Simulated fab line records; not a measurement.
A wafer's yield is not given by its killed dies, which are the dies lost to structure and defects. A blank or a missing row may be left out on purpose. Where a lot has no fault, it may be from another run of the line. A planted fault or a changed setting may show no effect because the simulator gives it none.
fab line records	flow n5Finfet
record lots=12	wafers=31	lastDay=19
route steps=1938 shown DUMMY_REMOVAL@382 BEOL_M4@1085 PASSIVATION@1936
lots untouched by any fault: they come from a run of this same line in which no faults occurred
startH: the number of hours between the record's first day and the start of the first shown wafer of the lot	waitH: time in hours since the lot's previous step	" identical to the entry in the row above	L1.1+2: a single row standing in for several wafers	- no value, or no start was given	* or withheld: withheld	< > ~ a bound
route shown NAME@n: names a module that has steps shown in the file, with the first one's number in the route	usual: mean and standard deviation over wafers with no fault	same: alike in all rows	chamber/n: place in a boat	sites: each site's reading	_std_site: the standard deviation of these	_edge_site: outer sites' mean less inner sites'	radiusMm: for every site, how far away it sits from the centre of the wafer	mask NAME#n: copy n	behind: the last tool/chamber to shape the wafer	hold: reason for holding the lot/hours on hold/outcome of the hold	device: the n, p or np transistor that did not switch	end of line: tests of these same wafers at the route's end	a step given without rows: its recipe and nothing more	killed: not the wafer's yield, but the dies lost to structure and defects at the first sort	map: a wafer's dies, marking killed ones x, the rest . and places with no die _
set.NAME: the setting that was run; set.NAME@STEP: the one run at that earlier step	model.NAME: the simulator's own value behind a step, which no gauge read
route steps across a sampled set of lots; one table per step, one row per wafer
services: a tool's chamber out of use, with start hour (startH, from the record's first day; less than 0 if before it), hours out, and reason
## steps
# step N5_DUMMY_REMOVAL_PRECLEAN_08
# recipe chemistry=NF3:NH3	afsCycles=2	tempC=30	timeS=20	sublimationTempC=180	sublimationTimeS=60	pressureTorr=3	rfPowerW=30
lot.wafer	tool	chamber	startH	waitH
L974.2+3+5	remotePlasma-01	1	68.06	0.1
L975.3+4	remotePlasma-02	0	78.09	0.1
L976.1+5+6	remotePlasma-01	1	92.19	0.0
L977.1+5	remotePlasma-01	1	98.02	0.0
L978.3+6	remotePlasma-02	0	100.46	0.1
L979.1+2	remotePlasma-02	1	106.49	0.0
L980.1+3+4	remotePlasma-02	1	108.93	0.0
L983.1+2+5	remotePlasma-01	1	127.27	0.0
L994.1+2+5	remotePlasma-01	0	191.66	0.0
L995.1+5+6	remotePlasma-02	1	197.57	0.0
L996.3+5+6	remotePlasma-01	1	206.50	0.1
L997.1+4	remotePlasma-02	0	210.35	0.0
# step N5_BEOL_M4_ANNEAL_49
# recipe tempC=400	timeS=240	ambient=vacuum
# usual heaterPowerW=844/78
lot.wafer	tool	chamber	startH	waitH	heaterPowerW
L974.2	pvdSputter-03	-	172.60	0.0	918
L974.3	"	-	"	"	742
L974.5	"	-	"	"	862
L975.3	pvdSputter-03	-	183.12	0.0	911
L975.4	"	-	"	"	862
L977.1	pvdSputter-02	-	225.34	0.0	933
L977.5	"	-	"	"	773
L978.3	pvdSputter-03	-	230.32	0.0	868
L978.6	"	-	"	"	855
L976.1	pvdSputter-02	-	236.32	0.0	947
L976.5	"	-	"	"	787
L976.6	"	-	"	"	782
L983.1	pvdSputter-02	-	239.94	0.0	933
L983.2	"	-	"	"	785
L983.5	"	-	"	"	791
L980.1	pvdSputter-03	-	246.14	0.0	767
L980.3	"	-	"	"	839
L980.4	"	-	"	"	859
L979.1	pvdSputter-03	-	253.60	0.0	756
L979.2	"	-	"	"	862
L994.1	pvdSputter-01	-	323.51	0.0	859
L994.2	"	-	"	"	1085
L994.5	"	-	"	"	1064
L995.1	pvdSputter-02	-	329.12	0.0	778
L995.5	"	-	"	"	777
L995.6	"	-	"	"	922
L996.3	pvdSputter-03	-	345.70	0.0	881
L996.5	"	-	"	"	882
L996.6	"	-	"	"	749
L997.1	pvdSputter-01	-	345.91	0.0	906
L997.4	"	-	"	"	1052
# step N5_BEOL_M4_ANNEAL_89
# recipe tempC=400	timeS=240	ambient=vacuum
# usual heaterPowerW=845/75
lot.wafer	tool	chamber	startH	waitH	heaterPowerW
L974.2	pvdSputter-03	-	173.48	0.0	885
L974.3	"	-	"	"	752
L974.5	"	-	"	"	863
L975.3	pvdSputter-03	-	184.00	0.0	900
L975.4	"	-	"	"	853
L977.1	pvdSputter-02	-	226.22	0.0	917
L977.5	"	-	"	"	771
L978.3	pvdSputter-03	-	231.20	0.0	860
L978.6	"	-	"	"	872
L976.1	pvdSputter-02	-	237.20	0.0	941
L976.5	"	-	"	"	767
L976.6	"	-	"	"	815
L983.1	pvdSputter-02	-	240.82	0.0	933
L983.2	"	-	"	"	774
L983.5	"	-	"	"	775
L980.1	pvdSputter-03	-	247.02	0.0	776
L980.3	"	-	"	"	852
L980.4	"	-	"	"	847
L979.1	pvdSputter-03	-	254.48	0.0	769
L979.2	"	-	"	"	856
L994.1	pvdSputter-01	-	324.39	0.0	864
L994.2	"	-	"	"	1073
L994.5	"	-	"	"	1083
L995.1	pvdSputter-02	-	330.00	0.0	788
L995.5	"	-	"	"	790
L995.6	"	-	"	"	954
L996.3	pvdSputter-03	-	346.58	0.0	846
L996.5	"	-	"	"	844
L996.6	"	-	"	"	761
L997.1	pvdSputter-01	-	346.79	0.0	901
L997.4	"	-	"	"	1085
# step N5_BEOL_M4_ANNEAL_91
# recipe tempC=400	timeS=240	ambient=vacuum
# usual heaterPowerW=845/78
lot.wafer	tool	chamber	startH	waitH	heaterPowerW
L974.2	pvdSputter-03	-	173.70	0.0	892
L974.3	"	-	"	"	768
L974.5	"	-	"	"	861
L975.3	pvdSputter-03	-	184.22	0.0	902
L975.4	"	-	"	"	819
L977.1	pvdSputter-02	-	226.44	0.0	960
L977.5	"	-	"	"	784
L978.3	pvdSputter-03	-	231.42	0.0	874
L978.6	"	-	"	"	838
L976.1	pvdSputter-02	-	237.42	0.0	925
L976.5	"	-	"	"	805
L976.6	"	-	"	"	779
L983.1	pvdSputter-02	-	241.04	0.0	955
L983.2	"	-	"	"	801
L983.5	"	-	"	"	785
L980.1	pvdSputter-03	-	247.24	0.0	748
L980.3	"	-	"	"	838
L980.4	"	-	"	"	869
L979.1	pvdSputter-03	-	254.70	0.0	754
L979.2	"	-	"	"	856
L994.1	pvdSputter-01	-	324.61	0.0	876
L994.2	"	-	"	"	1099
L994.5	"	-	"	"	1067
L995.1	pvdSputter-02	-	330.22	0.0	784
L995.5	"	-	"	"	798
L995.6	"	-	"	"	949
L996.3	pvdSputter-03	-	346.80	0.0	870
L996.5	"	-	"	"	865
L996.6	"	-	"	"	763
L997.1	pvdSputter-01	-	347.01	0.0	906
L997.4	"	-	"	"	1122
# step N5_BEOL_M4_RC_MEAS_101
# usual DIBL_N=36.4/2.2	DIBL_P=36.3/2.5	EOT_N=10.56/0.11	EOT_P=10.52/0.11	IGATE_N=0.0122/0.0023	IGATE_P=0.0037/0.00068	IOFF_N=0.17/0.052	IOFF_P=0.23/0.049	ION_N=674/17	ION_P=464/11	SS_N=71.7/0.98	SS_P=73.3/0.84	VT_N=250/4	VT_P=-249/3.8
lot.wafer	tool	chamber	startH	waitH	DIBL_N[mV/V]	DIBL_P[mV/V]	EOT_N	EOT_P	IGATE_N[nA/um]	IGATE_P[nA/um]	IOFF_N[nA/um]	IOFF_P[nA/um]	ION_N[uA/um]	ION_P[uA/um]	SS_N[mV/dec]	SS_P[mV/dec]	VT_N[mV]	VT_P[mV]
L974.2	prober-02	0	175.89	0.2	36.9	38.2	10.52	10.51	0.0142	0.0043	0.18	0.25	708	483	71.2	73.4	246	-246
L974.3	"	0	"	"	40.0	41.8	10.63	10.53	0.0105	0.0032	0.23	0.32	704	487	72.4	75.1	245	-243
L974.5	"	0	"	"	38.3	40.1	10.76	10.59	0.0102	0.0030	0.19	0.30	682	472	72.0	75.2	246	-245
L975.3	prober-01	0	186.41	0.3	36.5	36.3	10.68	10.64	0.0095	0.0029	0.15	0.22	686	466	71.0	72.7	247	-249
L975.4	"	0	"	"	34.8	33.8	10.64	10.58	0.0112	0.0034	0.11	0.18	627	440	71.2	73.0	259	-257
L977.1	prober-02	0	228.12	0.0	37.2	36.4	10.56	10.61	0.0112	0.0034	0.19	0.25	657	448	73.0	74.4	248	-247
L977.5	"	0	"	"	38.7	39.8	10.61	10.62	0.0108	0.0033	0.22	0.33	654	455	72.3	75.3	247	-245
L978.3	prober-01	0	233.47	0.3	35.7	36.6	10.53	10.49	0.0123	0.0037	0.16	0.28	683	483	71.7	73.1	250	-239
L978.6	"	0	"	"	39.7	41.8	10.50	10.58	0.0122	0.0037	0.26	0.42	714	495	71.7	74.6	241	-238
L976.1	prober-02	0	239.10	0.0	37.6	38.8	10.60	10.54	0.0109	0.0033	0.21	0.33	691	477	71.3	73.8	246	-242
L976.5	"	0	"	"	36.1	35.6	10.57	10.42	0.0120	0.0036	0.16	0.25	686	481	71.6	73.1	251	-244
L976.6	"	0	"	"	33.2	33.2	10.40	10.48	0.0141	0.0043	0.12	0.21	656	464	70.8	72.4	256	-247
L983.1	prober-01	0	242.72	0.0	41.1	40.1	10.56	10.68	0.0099	0.0030	0.28	0.34	689	468	73.3	74.4	242	-240
L983.2	"	0	"	"	36.0	35.0	10.50	10.46	0.0121	0.0037	0.16	0.24	667	465	70.9	72.9	248	-247
L983.5	"	0	"	"	35.1	33.7	10.67	10.73	0.0091	0.0028	0.13	0.20	650	453	71.6	72.8	251	-249
L980.1	prober-02	0	248.98	0.0	38.3	38.9	10.40	10.37	0.0134	0.0039	0.21	0.25	697	472	72.0	73.7	247	-249
L980.3	"	0	"	"	42.6	41.6	11.51	11.50	0.0040	0.0011	0.29	0.30	662	447	72.8	75.1	245	-247
L980.4	"	0	"	"	35.8	33.9	10.26	10.25	0.0183	0.0053	0.17	0.17	673	454	72.2	72.9	248	-252
L979.1	prober-01	0	256.79	0.0	34.1	32.0	10.77	10.69	0.0089	0.0027	0.11	0.18	652	460	71.0	72.5	257	-249
L979.2	"	0	"	"	35.5	34.3	10.67	10.68	0.0085	0.0026	0.14	0.22	664	463	70.7	73.3	252	-246
L994.1	prober-01	0	326.37	0.0	33.2	33.6	10.58	10.61	0.0111	0.0034	0.11	0.17	667	459	70.6	71.8	252	-249
L994.2	"	0	"	"	37.1	37.4	10.55	10.48	0.0148	0.0045	0.18	0.23	695	472	72.1	72.9	244	-244
L994.5	"	0	"	"	35.7	35.1	10.64	10.50	0.0118	0.0036	0.15	0.18	659	451	70.6	72.5	251	-252
L995.1	prober-02	0	331.96	0.0	35.2	34.1	10.49	10.41	0.0145	0.0044	0.15	0.20	683	464	71.3	72.3	249	-251
L995.5	"	0	"	"	35.0	34.6	10.42	10.30	0.0149	0.0045	0.14	0.20	675	466	71.2	72.1	251	-250
L995.6	"	0	"	"	36.6	36.3	10.63	10.31	0.0138	0.0042	0.17	0.23	689	470	72.5	73.7	249	-249
L996.3	prober-01	0	348.84	0.3	35.3	35.1	10.53	10.58	0.0127	0.0038	0.15	0.21	679	470	71.6	73.5	252	-248
L996.5	"	0	"	"	37.2	37.3	10.57	10.58	0.0115	0.0034	0.19	0.24	687	470	71.8	73.9	247	-249
L996.6	"	0	"	"	32.0	30.7	10.36	10.37	0.0192	0.0058	0.11	0.16	676	470	69.8	72.2	255	-253
L997.1	prober-01	0	349.46	0.7	33.5	34.5	10.65	10.55	0.0106	0.0033	0.12	0.19	652	459	71.2	72.9	255	-249
L997.4	"	0	"	"	34.1	34.9	10.80	10.63	0.0093	0.0029	0.14	0.20	674	470	70.4	71.8	248	-249
# step N5_PASSIVATION_PROBE_49
# usual defectLimitedYield=91.2/1.4	killed_at_M0_to_M3=34/9.3	killed_at_M4_up=14/5.9	killedAtContacts=14/5.7	killedAtFrontEnd=38/10	killedAtOther=4/3.2	killedDies=104/17	killedOpen=67/13	killedShort=33/6.9	sort_bin_5_function=5.2/1	sort_bin_6_memory=3.3/0.61	sort_bin_8_speed=0.3/1.8	sortNPass=1069/52
# same grossDies=1180	killedAtBackSide=0	sort_bin_4_leakage[%]=0
lot.wafer	tool	chamber	startH	waitH	defectLimitedYield[%]	killed_at_M0_to_M3	killed_at_M4_up	killedAtContacts	killedAtFrontEnd	killedAtOther	killedDies	killedOpen	killedShort	sort_bin_5_function[%]	sort_bin_6_memory[%]	sort_bin_8_speed[%]	sortNPass
L980.3	prober-02	-	354.89	0.1	89.4	38	18	15	51	3	125	74	45	5.9	4.2	0	1053
# killed by level:class
L980.3 FIN_SAQP:geometricParticle:short=19 FIN_SAQP:geometricParticle:open=12 MOL_CONTACT_COAG:geometricParticle:open=12 BEOL_M1:geometricParticle:open=11 STI_FIN_REVEAL:geometricParticle:open=8 BEOL_M0_SAQP:geometricParticle:short=6 DUMMY_GATE:geometricParticle:open=5 BEOL_M2:geometricParticle:open=4
## services
tool	chamber	startH	hours	kind
pvdSputter-02	-	52.94	6.3	repair
pvdSputter-01	-	66.30	3.6	repair
pvdSputter-02	-	73.97	11.7	repair
pvdSputter-03	-	94.96	13.8	repair
pvdSputter-01	-	155.00	1.1	repair
pvdSputter-01	-	161.50	48.4	repair
remotePlasma-01	-	235.49	0.2	repair
## key
firstSign step=N5_BEOL_M4_RC_MEAS_101	reading=EOT_P	direction=up	sigmas=9	usual=10.52	struck=11.50
effect step=N5_BEOL_M4_RC_MEAS_101	reading=EOT_N	direction=up	sigmas=8.7	usual=10.56	struck=11.51
effect step=N5_BEOL_M4_RC_MEAS_101	reading=IGATE_P	direction=down	sigmas=3.7	usual=0.0037	struck=0.0011
effect step=N5_BEOL_M4_RC_MEAS_101	reading=IGATE_N	direction=down	sigmas=3.6	usual=0.0122	struck=0.0040
metAt N5_DUMMY_REMOVAL_PRECLEAN_08
struckLots L980
struckWafers L980.3
notActingAt N5_BEOL_M4_ANNEAL_49,N5_BEOL_M4_ANNEAL_89,N5_BEOL_M4_ANNEAL_91
onsetBetween 106.49 108.93
fault kind=processParameterDrift	tool=remotePlasma-02	chamber=-	onsetH=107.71	steps=N5_DUMMY_REMOVAL_PRECLEAN_08	channel=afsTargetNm	offset=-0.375	shape=step	endH=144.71	scope=struckWafersOnly	actsIn=theseRecipesOnly	stated=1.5
